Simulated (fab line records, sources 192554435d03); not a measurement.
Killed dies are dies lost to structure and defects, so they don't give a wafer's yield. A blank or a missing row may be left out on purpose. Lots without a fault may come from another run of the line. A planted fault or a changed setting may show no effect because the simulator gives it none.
Which tool did it? | flow n5_finfet | 8 lots, 24 wafers sampled, at 5 steps of a route of 1938

WHAT THE GAUGES READ, wafer by wafer
N5_BEOL_M4_RC_MEAS_101.
lot  | measured     | on        | DIBL_N (mV/V)  | DIBL_P (mV/V)  | IGATE_N (nA/um)      | IOFF_N (nA/um)       | IOFF_N_85C (nA/um) | IOFF_N_LIN (nA/um)   | IOFF_N_LONG (nA/um)           | IOFF_P (nA/um)    | IOFF_P_85C (nA/um) | IOFF_P_LIN (nA/um) | IOFF_P_LONG (nA/um)        | ION_N (uA/um) | ION_P (uA/um) | SS_N (mV/dec)  | SS_P (mV/dec)  | VT_N (mV)         | VT_N_LONG (mV)    | VT_N_LVT (mV)     | VT_P (mV)      | VT_P_LONG (mV) | VT_P_LVT (mV)
L615 | day 9 01:15  | prober-02 | 35.6 37.3 36.9 | 34.5 36.0 36.0 | 0.0888 0.0952 0.0781 | 24.272 28.469 28.323 | 212.6 244.3 242.5  | 11.327 12.778 12.657 | 0.0079874 0.007974 0.0079633  | 0.044 0.049 0.049 | 1.0 1.1 1.1        | 0.022 0.023 0.023  | 5e-05 5.8e-05 5.9e-05      | 951 963 954   | 402 403 400   | 71.3 71.9 71.7 | 73.5 73.3 73.9 | 104.3 102.8 104.1 | 129.0 129.4 129.5 | -43.8 -46.0 -44.4 | -290 -291 -289 | -316 -314 -313 | -143.2 -142.3 -141.0
L616 | day 9 10:55  | prober-02 | 37.2 37.2 39.4 | 36.1 35.8 38.8 | 0.1290 0.1065 0.1285 | 25.167 23.856 32.805 | 222.8 209.1 277.1  | 12.042 11.274 14.810 | 0.0083336 0.0082807 0.0082002 | 0.048 0.049 0.058 | 1.1 1.1 1.2        | 0.024 0.024 0.027  | 5e-05 5.6e-05 5.6e-05      | 963 968 982   | 404 403 409   | 71.8 71.2 71.9 | 73.2 73.9 74.0 | 104.2 104.4 100.1 | 129.2 131.1 130.1 | -47.8 -46.6 -51.5 | -289 -289 -290 | -315 -312 -315 | -137.6 -138.7 -136.0
L628 | day 14 05:10 | prober-01 | 36.7 36.8 35.3 | 35.2 37.2 35.2 | 0.0130 0.0128 0.0114 | 0.151 0.157 0.133    | 3.0 3.0 2.7        | 0.071 0.074 0.064    | 5.65e-05 5.57e-05 5.57e-05    | 0.167 0.193 0.169 | 3.0 3.5 3.1        | 0.083 0.091 0.084  | 9.6e-05 9.5e-05 9.7e-05    | 675 674 665   | 448 460 453   | 72.3 71.7 71.6 | 73.0 73.3 72.5 | 250.5 248.2 251.8 | 271.4 274.7 271.7 | 100.3 99.0 101.6  | -255 -254 -252 | -279 -276 -279 | -102.8 -100.0 -102.0
L630 | day 14 20:09 | prober-02 | 35.9 35.2 36.6 | 35.4 35.2 36.0 | 0.0116 0.0139 0.0116 | 0.156 0.148 0.169    | 3.1 3.0 3.3        | 0.076 0.073 0.080    | 5.9e-05 5.91e-05 5.88e-05     | 0.219 0.225 0.230 | 3.8 3.9 3.9        | 0.104 0.108 0.107  | 0.000115 0.000115 0.000117 | 675 681 681   | 464 472 466   | 70.9 70.5 70.9 | 73.2 73.5 73.4 | 246.8 249.7 246.5 | 273.8 271.8 273.2 | 95.4 97.1 95.6    | -250 -248 -248 | -272 -273 -271 | -95.7 -95.3 -96.1
L631 | day 14 18:17 | prober-01 | 36.4 37.5 37.3 | 36.8 38.0 37.8 | 0.0130 0.0135 0.0110 | 0.165 0.173 0.172    | 3.2 3.3 3.3        | 0.074 0.078 0.077    | 5.69e-05 5.62e-05 5.65e-05    | 0.212 0.237 0.228 | 3.7 4.0 3.9        | 0.099 0.108 0.104  | 0.000106 0.000107 0.000111 | 667 670 668   | 458 463 461   | 71.5 71.5 71.3 | 73.0 73.5 73.2 | 246.2 247.3 247.1 | 273.4 272.7 273.3 | 99.0 98.9 98.6    | -250 -248 -251 | -276 -276 -275 | -99.8 -98.7 -100.0
L632 | day 14 22:31 | prober-01 | 39.3 37.9 37.2 | 37.6 37.0 36.2 | 0.0162 0.0126 0.0138 | 0.193 0.165 0.149    | 3.7 3.2 3.0        | 0.085 0.076 0.070    | 5.34e-05 5.3e-05 5.2e-05      | 0.207 0.200 0.180 | 3.5 3.4 3.2        | 0.093 0.091 0.084  | 8.8e-05 9.2e-05 9.3e-05    | 689 679 672   | 461 466 456   | 71.7 71.7 71.6 | 74.3 73.7 73.5 | 245.8 249.2 252.1 | 275.8 274.5 278.0 | 97.0 98.5 101.0   | -252 -253 -255 | -278 -281 -281 | -102.9 -102.1 -104.0
L633 | day 15 15:37 | prober-01 | 37.1 37.7 36.9 | 39.1 38.4 38.3 | 0.0117 0.0126 0.0141 | 0.171 0.176 0.168    | 3.3 3.4 3.2        | 0.077 0.079 0.077    | 5.13e-05 5.29e-05 5.18e-05    | 0.247 0.233 0.222 | 4.2 4.0 3.9        | 0.111 0.107 0.103  | 0.000108 0.000106 0.0001   | 674 675 678   | 463 465 466   | 72.1 72.4 71.7 | 73.3 73.7 73.8 | 249.8 250.0 252.3 | 276.2 276.1 277.8 | 100.2 98.8 99.4   | -248 -248 -251 | -273 -274 -274 | -97.0 -98.5 -100.3
L634 | day 15 22:28 | prober-01 | 38.3 37.2 37.2 | 39.0 36.4 36.5 | 0.0155 0.0143 0.0130 | 0.231 0.193 0.188    | 4.3 3.6 3.6        | 0.101 0.087 0.086    | 5.83e-05 5.74e-05 5.75e-05    | 0.281 0.235 0.234 | 4.7 4.0 4.0        | 0.124 0.108 0.107  | 0.000108 0.000109 0.000109 | 704 689 690   | 477 468 468   | 71.8 71.3 71.6 | 74.7 74.4 73.3 | 242.5 245.3 245.2 | 273.2 271.7 274.8 | 92.0 95.6 96.6    | -245 -249 -250 | -274 -274 -274 | -94.4 -97.4 -96.9

WHICH TOOL RAN EACH LOT (tool, then ch and the chambers of the sampled wafers, then the start)
lot  | N5_HKMG_FIN_PWFM_ALD_03            | N5_HKMG_FIN_ETCH_31                | N5_HKMG_FIN_STRIP_34               | N5_HKMG_FIN_ALD_91
L615 | ald_metal-03 ch 1,2,3, day 4 21:17 | rie_diel-05 ch 0,1,3, day 4 22:18  | rie_diel-05 ch 0,1,3, day 4 22:33  | ald_metal-01 ch 0,1,3, day 4 23:15
L616 | ald_metal-01 ch 1,2, day 5 02:49   | rie_diel-04 ch 0,3, day 5 03:47    | rie_diel-04 ch 0,3, day 5 04:02    | ald_metal-02 ch 0,3, day 5 04:44
L628 | ald_metal-01 ch 1,2,3, day 8 01:23 | rie_diel-04 ch 1,3, day 8 02:13    | rie_diel-04 ch 1,3, day 8 02:28    | ald_metal-01 ch 0,1,2, day 8 03:10
L630 | ald_metal-01 ch 0,1,3, day 8 13:17 | rie_diel-01 ch 1,2, day 8 14:33    | rie_diel-01 ch 1,2, day 8 14:48    | ald_metal-01 ch 1,3, day 8 15:30
L631 | ald_metal-01 ch 0,1,2, day 8 20:38 | rie_diel-05 ch 1,3, day 8 21:36    | rie_diel-05 ch 1,3, day 8 21:51    | ald_metal-01 ch 1,2, day 9 06:58
L632 | ald_metal-01 ch 0,2,3, day 9 15:07 | rie_diel-01 ch 0,1,3, day 9 16:05  | rie_diel-01 ch 0,1,3, day 9 16:20  | ald_metal-02 ch 0,2,3, day 9 17:01
L633 | ald_metal-03 ch 2,3, day 9 15:35   | rie_diel-05 ch 1,2, day 9 16:25    | rie_diel-05 ch 1,2, day 9 16:40    | ald_metal-03 ch 0,1,3, day 9 17:22
L634 | ald_metal-02 ch 2,3, day 10 01:58  | rie_diel-01 ch 0,1,3, day 10 02:48 | rie_diel-01 ch 0,1,3, day 10 03:03 | ald_metal-02 ch 0,1,3, day 10 03:45
- N5_HKMG_FIN_PWFM_ALD_03: deposits TiN, target thk 2 nm, pulse time 1 s, purge time 3 s.
- N5_HKMG_FIN_ETCH_31: etches SiARC in CF4, target depth 45.5 nm, time 75.8 s.
- N5_HKMG_FIN_STRIP_34: strips in CF4.
- N5_HKMG_FIN_ALD_91: deposits TiN, target thk 1 nm, pulse time 1 s, purge time 3 s.

WHAT THE TOOLS THEMSELVES READ (means of the sampled wafers that have a number; where no wafer has one, the mark that the record gives instead)
N5_HKMG_FIN_PWFM_ALD_03.
lot  | tool         | chamber_pressure_Torr (Torr) | heater_power_w (W) | precursor_pulse_height_rel
L615 | ald_metal-03 | 2.998                        | 809                | 0.995
L616 | ald_metal-01 | 2.997                        | 845                | 1.016
L628 | ald_metal-01 | 2.999                        | 834                | 1.003
L630 | ald_metal-01 | 3.001                        | 849                | 0.984
L631 | ald_metal-01 | 2.997                        | 860                | 0.984
L632 | ald_metal-01 | 2.997                        | 928                | 1.007
L633 | ald_metal-03 | 2.998                        | 824                | 0.994
L634 | ald_metal-02 | 2.996                        | 883                | 1.008

N5_HKMG_FIN_ETCH_31.
lot  | tool        | drypump_motor_current_A (A) | etch_rf_on_time_s (s) | oes_product_au (a.u.) | rf_vpp_V (V) | showerhead_plenum_p_Torr (Torr) | throttle_valve_pct (%)
L615 | rie_diel-05 | 6.1                         | 75.7                  | 0.72                  | 184.3        | 2.17                            | 15.59
L616 | rie_diel-04 | 6.0                         | 77.3                  | 0.58                  | 184.7        | 2.20                            | 15.82
L628 | rie_diel-04 | 6.0                         | 76.0                  | 0.64                  | 183.2        | 2.13                            | 15.72
L630 | rie_diel-01 | 5.2                         | 75.6                  | 0.61                  | 183.9        | 2.17                            | 15.70
L631 | rie_diel-05 | 6.2                         | 75.8                  | 0.68                  | 184.2        | 2.10                            | 15.67
L632 | rie_diel-01 | 5.8                         | 75.7                  | 0.67                  | 183.4        | 2.12                            | 15.72
L633 | rie_diel-05 | 6.4                         | 75.6                  | 0.65                  | 184.2        | 2.16                            | 15.64
L634 | rie_diel-01 | 5.8                         | 75.5                  | 0.67                  | 183.8        | 2.12                            | 15.74

N5_HKMG_FIN_STRIP_34.
lot  | tool        | drypump_motor_current_A (A) | oes_product_au (a.u.) | rf_vpp_V (V) | showerhead_plenum_p_Torr (Torr) | throttle_valve_pct (%)
L615 | rie_diel-05 | 6.1                         | 0.83                  | 271.7        | 1.82                            | 13.54
L616 | rie_diel-04 | 6.0                         | 0.68                  | 272.9        | 1.84                            | 13.82
L628 | rie_diel-04 | 6.0                         | 0.75                  | 270.5        | 1.79                            | 13.69
L630 | rie_diel-01 | 5.2                         | 0.71                  | 272.2        | 1.82                            | 13.71
L631 | rie_diel-05 | 6.2                         | 0.79                  | 269.8        | 1.76                            | 13.64
L632 | rie_diel-01 | 5.8                         | 0.78                  | 271.3        | 1.78                            | 13.68
L633 | rie_diel-05 | 6.4                         | 0.75                  | 272.1        | 1.81                            | 13.62
L634 | rie_diel-01 | 5.8                         | 0.77                  | 270.9        | 1.77                            | 13.70

N5_HKMG_FIN_ALD_91.
lot  | tool         | chamber_pressure_Torr (Torr) | heater_power_w (W) | precursor_pulse_height_rel
L615 | ald_metal-01 | -                            | -                  | -
L616 | ald_metal-02 | -                            | -                  | -
L628 | ald_metal-01 | 2.999                        | 868                | 1.015
L630 | ald_metal-01 | 2.999                        | 814                | 0.992
L631 | ald_metal-01 | 3.007                        | 835                | 0.982
L632 | ald_metal-02 | 3.002                        | 897                | 1.000
L633 | ald_metal-03 | 3.004                        | 840                | 0.989
L634 | ald_metal-02 | 2.996                        | 888                | 1.000

THE ANSWER, worked out from the rows above alone
Rule: what is usual is taken from the lots themselves. Put in order of their means at a reading, lots are off if they are a third of the lots or fewer, leave a main group of 4 or more, and stand apart from it by a gap of 3 or more times the standard deviation of the main group's means; of several such gaps the widest counts. A main group whose means are all the same, to the digits that the tables above print for the reading, isn't used. A lot without any number at a reading at which 4 lots or more have one is off too. The other lots that the step has rows for count as sound. The gauges are gone through in route order, then the tools' own readings, and for those a lot's mean is taken as printed above. The first step at which some lot is off is used, and at that step the reading that is off furthest; a lot without a number counts as furthest.
Off: L615, L616, at N5_BEOL_M4_RC_MEAS_101 (IOFF_N_LONG). The main group: mean 5.57e-05 nA/um, standard deviation 2.5e-06.
A tool fits if, at a process step before that reading, it ran every lot that is off, and no sound lot after the first of them. The gauges at N5_BEOL_M4_RC_MEAS_101 aren't tried: what is off there is off at N5_HKMG_FIN_ALD_91 too, on other tools, and a gauge's error can't cause that. None of those tried fits.

WHAT THE SIMULATOR HAD PUT IN
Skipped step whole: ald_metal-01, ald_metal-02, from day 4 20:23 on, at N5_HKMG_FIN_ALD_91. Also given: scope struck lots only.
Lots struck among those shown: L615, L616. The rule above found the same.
